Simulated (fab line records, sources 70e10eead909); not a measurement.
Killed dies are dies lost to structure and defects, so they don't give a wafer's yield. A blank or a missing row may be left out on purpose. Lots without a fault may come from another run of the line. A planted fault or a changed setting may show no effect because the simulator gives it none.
Chamber matching | flow nand_harc | NHARC_P_GATE_STRIP_101 on rie_diel-09: 4 sister chambers
The step strips in O2, time 20 s. 14 wafers are shown with their chamber, then 7 later ones without.

WAFERS WITH THEIR CHAMBER
wafer  | chamber | showerhead_plenum_p_Torr (Torr) | oes_product_au (a.u.) | rf_vpp_V (V)
L543.1 | 0       | 3.38                            | 0.996                 | 57.2
L543.2 | 2       | 3.30                            | 0.983                 | 56.3
L543.6 | 2       | 3.30                            | 0.990                 | 57.3
L544.4 | 3       | 3.60                            | 1.004                 | 57.7
L544.5 | 2       | 3.30                            | 0.988                 | 58.8
L544.6 | 3       | 3.60                            | 0.989                 | 57.6
L551.1 | 3       | 3.60                            | 0.999                 | 58.2
L551.2 | 0       | 3.38                            | 0.990                 | 57.1
L551.3 | 2       | 3.30                            | 1.010                 | 57.5
L553.2 | 0       | 3.38                            | 0.987                 | 55.9
L553.4 | 3       | 3.60                            | 0.993                 | 56.2
L553.6 | 1       | 3.36                            | 1.005                 | 57.8
L552.1 | 1       | 3.36                            | 0.997                 | 57.5
L552.4 | 2       | 3.29                            | 0.996                 | 57.3

SIGNATURES (means of the wafers above)
reading                  | chamber 0 | chamber 1 | chamber 2 | chamber 3 | scatter within a chamber
showerhead_plenum_p_Torr | 3.3800    | 3.3600    | 3.2980    | 3.6000    | 0.00283
oes_product_au           | 0.99100   | 1.00100   | 0.99340   | 0.99625   | 0.00797
rf_vpp_V                 | 56.733    | 57.650    | 57.440    | 57.425    | 0.806
Rule: a wafer's distance from a chamber is the root of the sum, over the readings, of the square of ((its reading less the chamber's mean) divided by the reading's scatter). The wafer belongs to the nearest chamber; if the next one is less than 2 further off, it can't be placed. The scatter: the root of (the sum of the squares of (reading less its chamber's mean) over the shown wafers, divided by (wafers less chambers)).

WAFERS WITHOUT THEIR CHAMBER
wafer  | showerhead_plenum_p_Torr (Torr) | oes_product_au (a.u.) | rf_vpp_V (V)
L552.6 | 3.29                            | 1.006                 | 56.2
L557.4 | 3.29                            | 1.000                 | 56.7
L557.5 | 3.29                            | 1.005                 | 56.1
L557.6 | 3.60                            | 1.002                 | 57.8
L566.1 | 3.35                            | 1.008                 | 57.2
L566.2 | 3.37                            | 0.986                 | 56.5
L566.4 | 3.29                            | 1.007                 | 57.9

WHICH CHAMBER EACH WENT THROUGH
wafer  | from the rows above     | in truth
L552.6 | 2                       | 2
L557.4 | 2                       | 2
L557.5 | 2                       | 2
L557.6 | 3                       | 3
L566.1 | 1                       | 1
L566.2 | can't be placed: 0 or 1 | 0
L566.4 | 2                       | 2
Placed correctly: 6 of 7. Can't be placed from these rows: 1 (the true chamber is among the candidates in 1). Placed wrongly: 0.
